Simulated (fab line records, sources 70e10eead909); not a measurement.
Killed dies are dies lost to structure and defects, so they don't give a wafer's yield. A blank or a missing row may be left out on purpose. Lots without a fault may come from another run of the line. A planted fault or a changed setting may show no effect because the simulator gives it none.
Which tool did it? | flow nand_harc | 7 lots, 21 wafers sampled, at 5 steps of a route of 1302

WHAT THE GAUGES READ, wafer by wafer
NHARC_END_SORT_01.
lot  | measured     | on        | killed_at_array
L672 | day 29 06:41 | prober-02 | 131 116 129

WHICH TOOL RAN EACH LOT (tool, then ch and the chambers of the sampled wafers, then the start)
lot  | NHARC_A_ONON_D1_DEP_00           | NHARC_THIN_TSV_STRIP_45              | NHARC_THIN_TSV_PRE_CLEAN_50             | NHARC_THIN_TSV_DEGAS_53
L662 | pecvd_onon-04 ch 0, day 8 12:02  | plasma_asher-02 ch 0,1, day 24 19:41 | pvd_sputter-02, day 24 23:25 or earlier | pvd_sputter-03, day 24 23:25
L664 | pecvd_onon-04 ch 0, day 9 08:19  | plasma_asher-02 ch 0,1, day 25 05:33 | pvd_sputter-03, day 25 09:16 or earlier | pvd_sputter-02, day 25 09:16
L665 | pecvd_onon-04 ch 0, day 9 23:02  | plasma_asher-02 ch 0,1, day 26 01:56 | pvd_sputter-02, day 26 05:41 or earlier | pvd_sputter-03, day 26 05:41
L668 | pecvd_onon-02 ch 0, day 10 21:51 | plasma_asher-01 ch 1, day 27 01:06   | pvd_sputter-02, day 27 04:50 or earlier | pvd_sputter-01, day 27 04:50
L670 | pecvd_onon-04 ch 0, day 11 22:35 | plasma_asher-02 ch 0,1, day 28 06:49 | pvd_sputter-01, day 28 10:32 or earlier | pvd_sputter-02, day 28 10:32
L672 | pecvd_onon-04 ch 0, day 12 15:17 | plasma_asher-01 ch 0,1, day 28 16:47 | pvd_sputter-03, day 28 20:31 or earlier | pvd_sputter-03, day 28 20:31
L683 | pecvd_onon-01 ch 0, day 17 08:05 | plasma_asher-02 ch 0,1, day 32 22:43 | pvd_sputter-02, day 33 02:23 or earlier | pvd_sputter-02, day 33 02:23
- NHARC_A_ONON_D1_DEP_00: target thk 1000 nm.
- NHARC_THIN_TSV_STRIP_45: strips in O2.
- NHARC_THIN_TSV_PRE_CLEAN_50: time 30 s.
- NHARC_THIN_TSV_DEGAS_53: time 60 s.

THE ANSWER, worked out from the rows above alone
Rule: what is usual is taken from the lots themselves. Put in order of their means at a reading, lots are off if they are a third of the lots or fewer, leave a main group of 4 or more, and stand apart from it by a gap of 3 or more times the standard deviation of the main group's means; of several such gaps the widest counts. A main group whose means are all the same, to the digits that the tables above print for the reading, isn't used. A lot without any number at a reading at which 4 lots or more have one is off too. The other lots that the step has rows for count as sound.
No lot is off at any reading shown: from this, nothing can be told.

WHAT THE SIMULATOR HAD PUT IN
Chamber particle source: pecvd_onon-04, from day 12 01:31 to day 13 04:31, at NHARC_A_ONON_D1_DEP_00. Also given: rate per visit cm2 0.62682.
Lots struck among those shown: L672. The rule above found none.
